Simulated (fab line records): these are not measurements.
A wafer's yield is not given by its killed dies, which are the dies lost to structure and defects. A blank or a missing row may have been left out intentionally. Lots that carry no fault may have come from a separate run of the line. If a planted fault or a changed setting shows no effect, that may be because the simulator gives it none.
Comparing a struck lot with a sound one / flow nand harc / 18 out of 1159 route steps
Sound: wafers L119.1, L119.3, L119.4. Struck: wafer L138.2 (left out: L138.6, a lot-mate that was not struck); the cause follows at the end.
Each step with rows lists, per side, the tool, then ch with its chambers, then its first start. Under that, the readings that differ: sound wafers / struck wafers / difference of the means / sigmas: that difference in standard deviations of wafers without a fault.
alike: same words and numbers on both sides, and readings whose means sit less than 2 such deviations apart. not compared: any withheld reading, any reading some wafer has no value for, any bound like >300 that may hide the same value, and any number with overlapping values for which the record gives no deviation.
Wherever a step has rows on one side only, a row that says differs or no value, or a row with sigmas, the two part there. Numbers that don't overlap but have no deviation are shown without sigmas and don't part them. A reading that every wafer of one side lacks parts them only if that side has two wafers or more.

first, 1 step without rows for these wafers: NHARC_A_M0_DESCUM_14 (chemistry O2, time 3 s).
NHARC_A_M0_ETCH_34: etches the open film in N2/H2, target depth 40 nm, overetch 12 nm, time 43.94 s.
  sound on rie diel-02 ch 0,1,3, day 17 16:32; struck on rie diel-07 ch 3, day 22 09:44
reading=chamber pressure mTorr (mTorr); sound=30.006 30.011 30.008; struck=29.923; difference=-0.085; sigmas=-3
  alike: drypump motor current A, oes product au, rf vpp V, showerhead plenum p Torr, throttle valve pct
  not compared: rf hours counter h
NHARC_A_M0_ETCH_15: etches the open film in C4F8/Ar, target depth 150 nm, overetch 15 nm, time 82.5 s.
  sound: rie diel-02 ch 0,2,3; struck: rie diel-07 ch 3
reading=oes product au (a.u.); sound=0.973 0.969 0.975; struck=0.904; difference=-0.068; sigmas=-3
  alike: chamber pressure mTorr, rf vpp V
  not compared: rf hours counter h
NHARC_A_M0_CD_MEAS_16:
  sound: cd sem-03 at day 17 16:46; struck: cd sem-02 at day 22 09:58
  alike: cd nm
then, 2 steps without rows for these wafers: NHARC_A_M0_STRIP_18 (strips in N2/H2); NHARC_A_M0_STRIP_19 (strips in post etch residue remover, time 600 s).
NHARC_A_M0_DEGAS_28: time 60 s.
  sound: pvd sputter-03 at day 17 17:28; struck: pvd sputter-03 at day 22 10:38
  alike: heater power w
then, 1 step without rows for these wafers: NHARC_A_M0_PRE_CLEAN_29 (time 30 s).
NHARC_A_M0_PVD_20: deposits TaN, target thk 5 nm, time 8.06 s.
  sound on pvd sputter-03; struck on pvd sputter-03
  alike: substrate temp c, throttle valve pct
then, 2 steps without rows for these wafers: NHARC_A_M0_PVD_21 (deposits Cu, target thk 30 nm, time 20.49 s); NHARC_A_M0_ECD_22 (material Cu, target thk 400 nm).
NHARC_A_M0_ANNEAL_30: time 90 s.
  sound on rtp anneal-01 ch 0, day 17 18:25; struck on rtp anneal-01 ch 0, day 22 11:34
  alike: wafer_temp_C_max
NHARC_A_M0_CMP_23: polishes, t overpolish 20 s, target thk 113.75 nm.
  sound on cmp-03 ch 1,2,3, day 17 18:47; struck on cmp-01 ch 0, day 22 11:52
reading=time to endpoint s (s); sound=25.9 24.8 28.6; struck=37.6; difference=+11.2; sigmas=+4
  alike: edge zone pressure frac, motor current A, slurry filter dp kPa
NHARC_A_M0_THK_MEAS_24: measures by xrf.
  sound: film metro-02 at day 17 19:04; struck: film metro-02 at day 22 12:11
reading=thk nm (nm); sound=111.8 112.8 115.1; struck=119.2; difference=+6.0; sigmas=+5
following that, these wafers have no rows for 1 step: NHARC_A_M0_SRD_25.
NHARC_A_M0_INSPECT_27:
  sound: defect inspect-01 at day 17 19:14; struck: defect inspect-01 at day 22 12:23
reading=raw defect count; sound=420 708 518; struck=2955; difference=+2406; sigmas=+24
then, 1 step without rows for these wafers: NHARC_A_M0_PRE_CLEAN_31 (time 12 s).
NHARC_END_SORT_01:
  sound on prober-02 ch 0, day 19 09:02; struck on prober-02 ch 0, day 24 06:35
reading=defect limited yield (%); sound=94.7 93.9 96.0; struck=0; difference=-95; sigmas=-73
reading=killed at array; sound=27 36 22; struck=673; difference=+645; sigmas=+81
reading=killed at other; sound=3 4 3; struck=0; difference=-3; sigmas=-3
reading=killed dies; sound=36 41 27; struck=677; difference=+642; sigmas=+73
reading=sort_bin_3_pct (%); sound=0 0.15 0; struck=94.98; difference=+94.93; sigmas=+99 or more
reading=sort n pass; sound=641 636 650; struck=0; difference=-642; sigmas=-73
reading=sort rim yield pct (%); sound=95.3 99.1 93.4; struck=0; difference=-96; sigmas=-36
reading=sort yield pct (%); sound=94.7 93.9 96.0; struck=0; difference=-95; sigmas=-73
  alike: killed at periphery, killed open, killed short, sort_bin_2_pct, sort_bin_4_pct

WHERE THEY PART
Earliest at NHARC_A_M0_ETCH_34; latest, in this record, at NHARC_END_SORT_01.

WHY: what the simulator had put in
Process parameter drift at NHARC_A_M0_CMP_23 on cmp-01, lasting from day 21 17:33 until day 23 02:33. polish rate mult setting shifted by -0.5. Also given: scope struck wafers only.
